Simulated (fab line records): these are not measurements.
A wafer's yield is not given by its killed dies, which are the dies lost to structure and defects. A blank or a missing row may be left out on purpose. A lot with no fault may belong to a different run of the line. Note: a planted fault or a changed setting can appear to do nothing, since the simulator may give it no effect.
fab line records	flow n5Finfet
record: lots: 24	wafers: 72	lastDay: 19
route steps=1938 shown BEOL_M15@1818 MIM_TOP@1834 MIM_TOP_LITHO@1848
lots that met no fault: from a run of the same line without faults
startH: hours from the record's opening day to when the first of the lot's shown wafers began	waitH: hours from the lot's prior step to this one	" identical to the entry in the row above	L1.1+2: one row covering several wafers at once	- no value, or no start was given	* or withheld: withheld	< > ~ a bound
route shown NAME@n: names a module that has steps shown in the file, with the first one's number in the route	usual: mean and standard deviation over wafers with no fault	same: alike in all rows	chamber/n: place in a boat	sites: each site's reading	_std_site: the values' standard deviation	_edge_site: outer sites' mean less inner sites'	radiusMm: how far each site lies from the wafer's centre	mask NAME#n: copy n	behind: tool/chamber where the wafer was last shaped	hold: why the lot was held/for how many hours/how that ended	device: transistor that didn't switch, given as n, p or np	end of line: the same wafers' tests at the end of the route	a step without rows: its recipe alone	killed: at the first sort, the dies lost to defects and structure; wafer yield is something else	map: shows each die of a wafer: x if killed, . if not, _ if none is there
set.NAME: the setting as run; set.NAME@STEP: as run at that earlier step	model.NAME: the simulator's own value behind a step, which no gauge read
steps of the route over a sample of lots; a table a step, a row a wafer
services: from which hour (startH, from the record's first day; less than 0 if before it) a tool's chamber was out of use, for how many hours, and why
== steps ==
step: N5_BEOL_M15_PRE_CLEAN_42
recipe: gas: H2/He	timeS: 30	tempC: 300
usual: heaterPowerW: 459/48
lot.wafer	tool	chamber	startH	waitH	heaterPowerW
L074.1	pvdSputter-01	-	267.09	0.0	420
L074.4	"	-	"	"	445
L074.6	"	-	"	"	438
L075.2	pvdSputter-01	-	279.67	0.0	483
L075.3	"	-	"	"	419
L075.5	"	-	"	"	494
L076.1	pvdSputter-02	-	311.37	0.0	482
L076.2	"	-	"	"	480
L076.4	"	-	"	"	464
L077.3	pvdSputter-02	-	314.05	0.0	491
L077.5	"	-	"	"	485
L077.6	"	-	"	"	480
L079.4	pvdSputter-01	-	314.24	0.0	499
L079.5	"	-	"	"	547
L079.6	"	-	"	"	502
L078.1	pvdSputter-02	-	321.25	0.0	397
L078.5	"	-	"	"	467
L078.6	"	-	"	"	476
L082.1	pvdSputter-03	-	336.40	0.0	372
L082.2	"	-	"	"	465
L082.4	"	-	"	"	497
L081.2	pvdSputter-01	-	339.93	0.0	441
L081.4	"	-	"	"	487
L081.5	"	-	"	"	418
L084.4	pvdSputter-03	-	344.41	0.0	474
L084.5	"	-	"	"	501
L084.6	"	-	"	"	415
L080.1	pvdSputter-01	-	358.58	0.0	415
L080.3	"	-	"	"	483
L080.6	"	-	"	"	539
L087.4	pvdSputter-03	-	359.31	0.0	382
L087.5	"	-	"	"	499
L087.6	"	-	"	"	410
L085.2	pvdSputter-01	-	359.84	0.0	443
L085.5	"	-	"	"	492
L085.6	"	-	"	"	542
L083.1	pvdSputter-03	-	360.25	0.0	382
L083.3	"	-	"	"	478
L083.5	"	-	"	"	374
L086.2	pvdSputter-01	-	370.96	0.0	404
L086.5	"	-	"	"	406
L086.6	"	-	"	"	550
L088.1	pvdSputter-03	-	371.06	0.0	385
L088.2	"	-	"	"	485
L088.4	"	-	"	"	472
L091.2	pvdSputter-03	-	374.87	0.0	469
L091.3	"	-	"	"	505
L091.6	"	-	"	"	479
L089.1	pvdSputter-02	-	381.67	0.0	395
L089.5	"	-	"	"	487
L089.6	"	-	"	"	482
L092.1	pvdSputter-03	-	396.55	0.0	410
L092.2	"	-	"	"	389
L092.3	"	-	"	"	476
L094.2	pvdSputter-02	-	407.60	0.0	496
L094.3	"	-	"	"	406
L094.4	"	-	"	"	457
L093.2	pvdSputter-03	-	411.08	0.0	508
L093.3	"	-	"	"	473
L093.4	"	-	"	"	413
L090.1	pvdSputter-03	-	416.68	0.0	465
L090.4	"	-	"	"	412
L090.6	"	-	"	"	380
L095.1	pvdSputter-01	-	417.09	0.0	492
L095.4	"	-	"	"	538
L095.5	"	-	"	"	502
L096.1	pvdSputter-02	-	426.61	0.0	487
L096.2	"	-	"	"	450
L096.4	"	-	"	"	401
L097.3	pvdSputter-01	-	436.46	0.0	499
L097.4	"	-	"	"	412
L097.5	"	-	"	"	399
step: N5_BEOL_M15_SPUTTER_45
recipe: material: Cu	targetThkA: 1000	tempC: -20	biasV: 60	powerW: 26000	chamberPressurePa: 0.13	timeS: 16.67
usual: throttleValvePct: 30.4/1.2
lot.wafer	tool	chamber	startH	waitH	throttleValvePct
L074.1	pvdSputter-01	-	267.29	0.0	30.8
L074.4	"	-	"	"	30.7
L074.6	"	-	"	"	31.0
L075.2	pvdSputter-01	-	279.87	0.0	31.2
L075.3	"	-	"	"	30.9
L075.5	"	-	"	"	31.1
L076.1	pvdSputter-02	-	311.57	0.0	31.1
L076.2	"	-	"	"	28.4
L076.4	"	-	"	"	30.2
L077.3	pvdSputter-02	-	314.25	0.0	28.8
L077.5	"	-	"	"	31.0
L077.6	"	-	"	"	28.4
L079.4	pvdSputter-01	-	314.44	0.0	31.3
L079.5	"	-	"	"	32.1
L079.6	"	-	"	"	31.3
L078.1	pvdSputter-02	-	321.45	0.0	29.4
L078.5	"	-	"	"	30.2
L078.6	"	-	"	"	28.6
L082.1	pvdSputter-03	-	336.60	0.0	31.1
L082.2	"	-	"	"	30.7
L082.4	"	-	"	"	27.8
L081.2	pvdSputter-01	-	340.13	0.0	30.7
L081.4	"	-	"	"	30.9
L081.5	"	-	"	"	30.7
L084.4	pvdSputter-03	-	344.61	0.0	30.8
L084.5	"	-	"	"	27.8
L084.6	"	-	"	"	30.1
L080.1	pvdSputter-01	-	358.78	0.0	30.7
L080.3	"	-	"	"	31.4
L080.6	"	-	"	"	32.0
L087.4	pvdSputter-03	-	359.51	0.0	31.1
L087.5	"	-	"	"	27.9
L087.6	"	-	"	"	30.6
L085.2	pvdSputter-01	-	360.04	0.0	30.9
L085.5	"	-	"	"	31.3
L085.6	"	-	"	"	32.1
L083.1	pvdSputter-03	-	360.45	0.0	31.0
L083.3	"	-	"	"	30.9
L083.5	"	-	"	"	31.0
L086.2	pvdSputter-01	-	371.16	0.0	30.9
L086.5	"	-	"	"	30.7
L086.6	"	-	"	"	32.0
L088.1	pvdSputter-03	-	371.27	0.0	31.0
L088.2	"	-	"	"	28.1
L088.4	"	-	"	"	30.9
L091.2	pvdSputter-03	-	375.09	0.0	30.7
L091.3	"	-	"	"	27.9
L091.6	"	-	"	"	31.0
L089.1	pvdSputter-02	-	381.87	0.0	29.5
L089.5	"	-	"	"	28.5
L089.6	"	-	"	"	31.1
L092.1	pvdSputter-03	-	396.75	0.0	29.7
L092.2	"	-	"	"	31.1
L092.3	"	-	"	"	31.0
L094.2	pvdSputter-02	-	407.80	0.0	30.7
L094.3	"	-	"	"	29.6
L094.4	"	-	"	"	30.1
L093.2	pvdSputter-03	-	411.28	0.0	28.1
L093.3	"	-	"	"	30.7
L093.4	"	-	"	"	30.2
L090.1	pvdSputter-03	-	416.88	0.0	30.8
L090.4	"	-	"	"	30.1
L090.6	"	-	"	"	31.2
L095.1	pvdSputter-01	-	417.29	0.0	31.0
L095.4	"	-	"	"	31.9
L095.5	"	-	"	"	31.4
L096.1	pvdSputter-02	-	426.81	0.0	28.5
L096.2	"	-	"	"	29.9
L096.4	"	-	"	"	29.8
L097.3	pvdSputter-01	-	436.66	0.0	31.6
L097.4	"	-	"	"	30.7
L097.5	"	-	"	"	31.0
step: N5_BEOL_M15_CMP_49
recipe: stopOn: SiO2	tOverpolishS: 4.9	downForcePsi: 2	platenRpm: 80	clearingPlatenDownForcePsi: 2	clearingPlatenRpm: 80	postCmpClean: cuAlkaline	targetThkNm: 850	clearingPlatenPadVelocityMS: 1.5917	padVelocityMS: 1.5917
usual: barrierFieldEndpointS: 11.30/0.27	clearingPlatenDownForcePsi: 2.000/0.0037	headPressurePsi: 2.000/0.0039	motorCurrentA: 7.8/0.73	overpolishRunS: 4.899/0.0087	platenRpm: 80.00/0.049
same: tOverpolishS: 4.9
lot.wafer	tool	chamber	startH	waitH	barrierFieldEndpointS	clearingPlatenDownForcePsi	headPressurePsi	motorCurrentA	overpolishRunS	platenRpm
L074.1	cmp-01	0	268.05	0.3	11.60	2.001	1.995	7.9	4.891	80.10
L074.4	"	2	"	"	11.07	1.994	2.004	8.5	4.900	80.03
L074.6	"	1	"	"	11.21	2.000	1.993	6.7	4.878	79.97
L075.2	cmp-04	3	280.85	0.2	11.42	2.002	1.993	6.4	4.910	79.99
L075.3	"	1	"	"	11.33	2.000	2.002	7.5	4.905	80.05
L075.5	"	2	"	"	11.03	1.999	1.999	7.7	4.918	79.94
L076.2	cmp-03	3	314.29	0.2	11.59	2.004	1.998	8.8	4.884	79.98
L076.4	"	0	"	"	11.53	2.003	2.004	8.0	4.880	79.93
L076.1	"	1	"	"	11.57	1.997	2.001	8.2	4.908	79.96
L077.3	cmp-01	3	315.23	0.3	11.57	2.000	2.003	7.7	4.908	79.96
L077.5	"	0	"	"	11.54	2.007	2.001	8.0	4.912	80.00
L077.6	"	1	"	"	11.15	2.002	1.999	6.7	4.890	80.03
L079.4	cmp-03	0	315.32	0.2	11.24	1.998	1.988	7.8	4.903	79.96
L079.5	"	3	"	"	11.71	2.006	2.001	8.4	4.901	80.02
L079.6	"	0	"	"	11.43	2.000	1.996	8.3	4.904	79.93
L078.1	cmp-01	0	322.19	0.3	11.64	2.005	2.003	7.7	4.918	80.04
L078.6	"	2	"	"	11.12	1.999	1.996	8.7	4.906	79.89
L078.5	"	3	"	"	11.46	1.997	1.996	8.5	4.902	80.03
L082.1	cmp-03	3	337.30	0.3	11.41	1.998	2.008	8.7	4.896	80.02
L082.4	"	0	"	"	11.05	2.001	1.991	8.2	4.902	79.94
L082.2	"	1	"	"	11.21	2.000	1.999	7.8	4.880	79.92
L081.4	cmp-04	0	341.53	0.2	11.20	2.002	1.996	7.0	4.910	80.00
L081.2	"	1	"	"	11.13	1.996	1.999	8.0	4.893	79.91
L081.5	"	0	"	"	11.27	2.003	2.005	7.0	4.892	79.96
L084.4	cmp-01	3	345.38	0.2	11.95	1.999	1.992	8.1	4.901	79.98
L084.5	"	0	"	"	11.59	2.000	1.996	8.0	4.899	80.03
L084.6	"	1	"	"	11.53	2.000	1.994	6.4	4.896	80.02
L080.1	cmp-01	3	359.50	0.3	11.88	2.001	2.001	7.7	4.903	79.97
L080.3	"	0	"	"	11.55	1.998	2.002	8.3	4.891	79.98
L080.6	"	2	"	"	11.12	2.005	2.003	8.7	4.886	79.99
L087.4	cmp-01	2	360.53	0.2	11.47	2.001	2.003	8.8	4.894	79.92
L087.5	"	0	"	"	11.33	1.994	2.002	8.1	4.892	79.98
L087.6	"	1	"	"	11.16	1.994	1.995	6.9	4.900	80.07
L085.2	cmp-03	2	360.81	0.3	10.91	2.002	2.001	8.1	4.885	80.02
L085.6	"	3	"	"	11.44	2.000	2.004	8.8	4.885	80.09
L085.5	"	0	"	"	11.14	1.998	2.000	7.7	4.917	80.08
L083.3	cmp-04	0	361.11	0.2	10.86	1.998	2.002	6.6	4.890	79.99
L083.1	"	1	"	"	10.99	2.002	2.004	8.0	4.893	79.93
L083.5	"	1	"	"	11.01	1.997	1.996	7.5	4.891	80.01
L086.2	cmp-03	2	374.07	0.2	11.20	2.007	2.005	8.2	4.918	79.96
L086.6	"	1	"	"	11.22	2.002	1.997	8.0	4.906	79.96
L086.5	"	2	"	"	11.27	2.003	2.009	7.9	4.891	79.95
L088.4	cmp-01	1	374.29	0.2	11.14	2.004	2.002	6.8	4.907	80.01
L088.2	"	2	"	"	11.15	2.005	1.994	9.0	4.898	80.02
L088.1	"	3	"	"	11.82	2.003	1.996	7.7	4.912	80.05
L091.2	cmp-04	3	375.80	0.2	11.28	1.998	2.003	6.2	4.892	80.04
L091.3	"	1	"	"	10.89	2.001	2.006	7.5	4.893	79.99
L091.6	"	2	"	"	11.38	2.002	2.006	6.8	4.903	80.00
L089.1	cmp-04	1	382.63	0.3	10.98	1.997	2.005	7.5	4.896	79.93
L089.5	"	3	"	"	11.21	1.998	2.002	6.5	4.901	80.01
L089.6	"	0	"	"	11.48	1.997	2.005	6.5	4.889	79.92
L092.2	cmp-01	1	397.44	0.2	10.93	2.002	1.997	6.9	4.917	79.99
L092.1	"	2	"	"	11.18	2.005	2.000	8.9	4.904	80.01
L092.3	"	3	"	"	11.44	2.001	1.999	8.1	4.903	80.08
L094.4	cmp-04	0	408.51	0.2	11.76	1.995	1.999	7.0	4.903	80.02
L094.2	"	1	"	"	11.86	2.005	1.998	7.7	4.898	80.02
L094.3	"	2	"	"	11.43	2.001	2.007	7.4	4.899	80.02
L093.2	cmp-03	0	411.94	0.2	10.79	2.003	2.002	7.8	4.894	79.96
L093.3	"	2	"	"	10.98	1.999	1.995	8.1	4.899	79.92
L093.4	"	3	"	"	11.25	2.001	1.999	8.5	4.904	79.96
L090.1	cmp-03	3	417.99	0.5	11.06	1.996	2.001	8.6	4.895	80.02
L090.4	"	1	"	"	10.84	2.002	2.003	8.5	4.897	80.06
L090.6	"	0	"	"	11.11	2.001	2.004	7.9	4.911	80.05
L095.1	cmp-01	2	418.20	0.3	11.54	2.003	2.004	8.4	4.905	79.94
L095.4	"	1	"	"	11.27	2.003	2.001	6.9	4.897	80.02
L095.5	"	3	"	"	11.72	2.006	2.003	8.2	4.895	80.05
L096.1	cmp-03	1	428.50	0.3	11.55	1.999	2.004	8.0	4.907	79.96
L096.2	"	3	"	"	11.41	1.996	2.000	8.7	4.906	79.96
L096.4	"	0	"	"	11.29	2.008	1.998	7.9	4.896	79.98
L097.3	cmp-03	0	437.39	0.2	11.02	2.000	2.003	7.8	4.898	79.98
L097.4	"	1	"	"	11.36	1.999	1.995	7.8	4.897	80.02
L097.5	"	2	"	"	10.98	2.000	2.000	8.2	4.902	80.00
step: N5_BEOL_M15_RS_MEAS_54
recipe: thkMeasGauge: four-point-probe	reads: Cu_of_BEOL_M15_ECD_47+Ta_of_BEOL_M15_SPUTTER_44+TaN_of_BEOL_M15_SPUTTER_43
usual: M15_RS: 0.0216/0.00044
lot.wafer	tool	chamber	startH	waitH	M15_RS[ohm/sq]
L074.1	filmMetro-02	-	268.47	0.0	0.0220
L074.4	"	-	"	"	0.0220
L074.6	"	-	"	"	0.0212
L075.2	filmMetro-02	-	281.24	0.1	0.0213
L075.3	"	-	"	"	0.0216
L075.5	"	-	"	"	0.0213
L076.1	filmMetro-01	-	314.72	0.0	0.0220
L076.2	"	-	"	"	0.0221
L076.4	"	-	"	"	0.0223
L077.3	filmMetro-02	-	315.54	0.1	0.0221
L077.5	"	-	"	"	0.0211
L077.6	"	-	"	"	0.0220
L079.4	filmMetro-01	-	315.70	0.0	0.0219
L079.5	"	-	"	"	0.0218
L079.6	"	-	"	"	0.0214
L078.1	filmMetro-02	-	322.53	0.0	0.0209
L078.5	"	-	"	"	0.0211
L078.6	"	-	"	"	0.0217
L082.1	filmMetro-01	-	337.68	0.0	0.0219
L082.2	"	-	"	"	0.0218
L082.4	"	-	"	"	0.0209
L081.2	filmMetro-02	-	341.95	0.1	0.0212
L081.4	"	-	"	"	0.0222
L081.5	"	-	"	"	0.0222
L084.4	filmMetro-01	-	345.69	0.0	0.0213
L084.5	"	-	"	"	0.0214
L084.6	"	-	"	"	0.0219
L080.1	filmMetro-02	-	359.88	0.0	0.0215
L080.3	"	-	"	"	0.0209
L080.6	"	-	"	"	0.0219
L087.4	filmMetro-02	-	360.88	0.0	0.0210
L087.5	"	-	"	"	0.0210
L087.6	"	-	"	"	0.0221
L085.2	filmMetro-01	-	361.15	0.1	0.0217
L085.5	"	-	"	"	0.0221
L085.6	"	-	"	"	0.0212
L083.1	filmMetro-02	-	361.53	0.0	0.0217
L083.3	"	-	"	"	0.0222
L083.5	"	-	"	"	0.0213
L086.2	filmMetro-01	-	374.45	0.1	0.0216
L086.5	"	-	"	"	0.0211
L086.6	"	-	"	"	0.0221
L088.1	filmMetro-02	-	374.70	0.1	0.0211
L088.2	"	-	"	"	0.0223
L088.4	"	-	"	"	0.0221
L091.2	filmMetro-01	-	376.21	0.1	0.0220
L091.3	"	-	"	"	0.0214
L091.6	"	-	"	"	0.0211
L089.1	filmMetro-02	-	382.98	0.0	0.0216
L089.5	"	-	"	"	0.0222
L089.6	"	-	"	"	0.0215
L092.1	filmMetro-02	-	397.86	0.1	0.0213
L092.2	"	-	"	"	0.0215
L092.3	"	-	"	"	0.0220
L094.2	filmMetro-02	-	408.92	0.1	0.0211
L094.3	"	-	"	"	0.0219
L094.4	"	-	"	"	0.0210
L093.2	filmMetro-01	-	412.36	0.1	0.0222
L093.3	"	-	"	"	0.0211
L093.4	"	-	"	"	0.0214
L090.1	filmMetro-02	-	418.41	0.0	0.0214
L090.4	"	-	"	"	0.0220
L090.6	"	-	"	"	0.0221
L095.1	filmMetro-02	-	418.62	0.0	0.0219
L095.4	"	-	"	"	0.0219
L095.5	"	-	"	"	0.0214
L096.1	filmMetro-02	-	428.92	0.0	0.0216
L096.2	"	-	"	"	0.0224
L096.4	"	-	"	"	0.0214
L097.3	filmMetro-01	-	437.76	0.1	0.0214
L097.4	"	-	"	"	0.0214
L097.5	"	-	"	"	0.0217
step: N5_MIM_TOP_ALD_00
recipe: material: Al2O3	targetThkA: *	tempC: withheld	aldPrecursorFamily: TMA	aldCoReactant: O3	pulseTimeS: withheld	purgeTimeS: 3	coReactantPurgeTimeS: withheld	coReactantPulseTimeS: 3	aldCycles: withheld
usual: precursorPulseHeightRel: 1.000/0.019
lot.wafer	tool	chamber	startH	waitH	precursorPulseHeightRel
L074.1	aldHk-03	1	270.70	0.1	1.009
L074.4	"	2	"	"	0.992
L074.6	"	3	"	"	0.969
L075.2	aldHk-01	3	283.63	0.1	0.976
L075.3	"	0	"	"	1.010
L075.5	"	0	"	"	1.029
L076.1	aldHk-01	3	317.54	0.1	0.986
L076.2	"	2	"	"	0.991
L076.4	"	1	"	"	0.980
L077.3	aldHk-02	1	320.39	0.1	1.043
L077.5	"	2	"	"	1.003
L077.6	"	3	"	"	1.015
L079.4	aldHk-01	2	320.54	0.1	0.999
L079.5	"	1	"	"	1.029
L079.6	"	0	"	"	0.992
L078.1	aldHk-03	3	324.53	0.1	1.015
L078.5	"	0	"	"	1.008
L078.6	"	3	"	"	1.005
L082.1	aldHk-02	0	339.74	0.1	1.020
L082.2	"	2	"	"	1.006
L082.4	"	3	"	"	1.002
L081.2	aldHk-03	0	347.05	0.1	1.015
L081.4	"	3	"	"	1.001
L081.5	"	2	"	"	0.997
L084.4	aldHk-02	3	347.52	0.1	0.982
L084.5	"	1	"	"	0.988
L084.6	"	0	"	"	1.005
L080.1	aldHk-02	1	363.12	0.1	0.997
L080.3	"	2	"	"	1.007
L080.6	"	0	"	"	0.997
L087.4	aldHk-03	2	363.62	0.1	1.001
L087.5	"	0	"	"	1.006
L087.6	"	3	"	"	1.011
L085.2	aldHk-01	2	363.84	0.1	0.990
L085.5	"	3	"	"	1.030
L085.6	"	0	"	"	1.024
L083.1	aldHk-02	3	364.30	0.1	1.000
L083.3	"	2	"	"	0.981
L083.5	"	3	"	"	1.010
L086.2	aldHk-01	0	377.72	0.1	0.976
L086.5	"	1	"	"	0.965
L086.6	"	2	"	"	0.965
L088.1	aldHk-02	0	377.83	0.1	0.996
L088.2	"	1	"	"	0.992
L088.4	"	2	"	"	0.978
L091.2	aldHk-03	2	378.19	0.1	0.976
L091.3	"	0	"	"	0.996
L091.6	"	2	"	"	1.003
L089.1	aldHk-03	1	384.93	0.1	1.008
L089.5	"	3	"	"	1.020
L089.6	"	2	"	"	1.004
L092.1	aldHk-02	1	400.33	0.1	1.010
L092.2	"	3	"	"	1.004
L092.3	"	2	"	"	1.010
L094.2	aldHk-01	3	411.04	0.1	1.000
L094.3	"	1	"	"	0.994
L094.4	"	0	"	"	0.986
L093.2	aldHk-01	3	416.48	0.1	0.976
L093.3	"	0	"	"	0.992
L093.4	"	1	"	"	1.013
L090.1	aldHk-02	2	420.06	0.1	0.966
L090.4	"	0	"	"	1.000
L090.6	"	3	"	"	1.010
L095.1	aldHk-01	2	421.62	0.1	0.973
L095.4	"	1	"	"	1.013
L095.5	"	3	"	"	0.984
L096.1	aldHk-01	1	430.42	0.1	0.990
L096.2	"	2	"	"	1.025
L096.4	"	3	"	"	0.997
L097.3	aldHk-02	3	440.72	0.1	1.015
L097.4	"	2	"	"	0.981
L097.5	"	0	"	"	1.004
step: N5_MIM_TOP_LITHO_OVL_MEAS_11
recipe: pointsPerWafer: 44
usual: MIM_TOP_OVL: -2/5.6
lot.wafer	tool	chamber	startH	waitH	MIM_TOP_OVL[nm]
L074.1	overlay-02	0	272.52	0.0	-3
L074.4	"	0	"	"	7
L074.6	"	0	"	"	-1
L075.2	overlay-02	0	285.21	0.0	4
L075.3	"	0	"	"	-4
L075.5	"	0	"	"	-1
L076.1	overlay-02	0	320.98	0.0	-6
L076.2	"	0	"	"	-9
L076.4	"	0	"	"	-4
L077.3	overlay-02	0	323.84	0.0	3
L077.5	"	0	"	"	-6
L077.6	"	0	"	"	-3
L079.4	overlay-01	0	324.00	0.0	10
L079.5	"	0	"	"	4
L079.6	"	0	"	"	9
L078.1	overlay-01	0	329.49	0.0	-4
L078.5	"	0	"	"	1
L078.6	"	0	"	"	10
L082.1	overlay-02	0	345.15	0.0	4
L082.2	"	0	"	"	-7
L082.4	"	0	"	"	-8
L081.2	overlay-02	0	348.33	0.0	7
L081.4	"	0	"	"	5
L081.5	"	0	"	"	-9
L084.4	overlay-01	0	349.98	0.0	-5
L084.5	"	0	"	"	-3
L084.6	"	0	"	"	1
L080.1	overlay-02	0	364.67	0.0	-11
L080.3	"	0	"	"	-8
L080.6	"	0	"	"	-1
L087.4	overlay-01	0	364.97	0.0	2
L087.5	"	0	"	"	-4
L087.6	"	0	"	"	2
L085.2	overlay-02	0	365.21	0.0	-6
L085.5	"	0	"	"	-7
L085.6	"	0	"	"	-12
L083.1	overlay-01	0	365.60	0.0	-3
L083.3	"	0	"	"	-1
L083.5	"	0	"	"	-5
L086.2	overlay-01	0	378.91	0.0	-4
L086.5	"	0	"	"	6
L086.6	"	0	"	"	-5
L088.1	overlay-02	0	379.72	0.0	9
L088.2	"	0	"	"	2
L088.4	"	0	"	"	5
L091.2	overlay-02	0	379.89	0.0	0
L091.3	"	0	"	"	-1
L091.6	"	0	"	"	-7
L089.1	overlay-01	0	386.39	0.0	-5
L089.5	"	0	"	"	-7
L089.6	"	0	"	"	2
L092.1	overlay-01	0	401.37	0.0	-3
L092.2	"	0	"	"	-4
L092.3	"	0	"	"	-8
L094.2	overlay-02	0	412.35	0.0	3
L094.3	"	0	"	"	-7
L094.4	"	0	"	"	-4
L093.2	overlay-02	0	418.00	0.0	4
L093.3	"	0	"	"	3
L093.4	"	0	"	"	6
L090.1	overlay-01	0	422.67	0.0	-4
L090.4	"	0	"	"	-3
L090.6	"	0	"	"	1
L095.1	overlay-01	0	423.45	0.0	-1
L095.4	"	0	"	"	-11
L095.5	"	0	"	"	-3
L096.1	overlay-02	0	432.22	0.0	3
L096.2	"	0	"	"	3
L096.4	"	0	"	"	-4
L097.3	overlay-01	0	441.95	0.0	4
L097.4	"	0	"	"	-10
L097.5	"	0	"	"	6
== services ==
tool	chamber	startH	hours	kind
cmp-03	-	245.00	6.5	repair
aldHk-03	-	271.16	2.8	pm
cmp-01	-	273.23	8.5	pm
cmp-01	-	289.04	2.5	repair
cmp-04	-	296.84	0.8	repair
pvdSputter-03	-	308.35	10.1	repair
aldHk-02	-	308.78	1.2	repair
cmp-04	-	315.30	4.0	pm
cmp-04	-	319.30	-	consumableReplace:conditioner
cmp-04	-	319.30	-	consumableReplace:pad
cmp-03	-	320.48	0.6	repair
pvdSputter-02	-	340.03	24.0	repair
cmp-01	-	353.00	1.6	repair
cmp-03	-	365.84	2.3	repair
cmp-03	-	376.39	4.0	pm
cmp-03	-	380.39	-	consumableReplace:conditioner
cmp-03	-	380.39	-	consumableReplace:pad
cmp-03	-	384.24	0.9	repair
cmp-01	-	387.03	0.3	repair
cmp-03	-	400.84	7.4	pm
aldHk-01	-	407.57	0.9	repair
cmp-03	-	421.12	2.7	pm
cmp-01	-	428.18	1.8	repair
pvdSputter-01	-	439.12	1.9	repair
== key ==
fault none
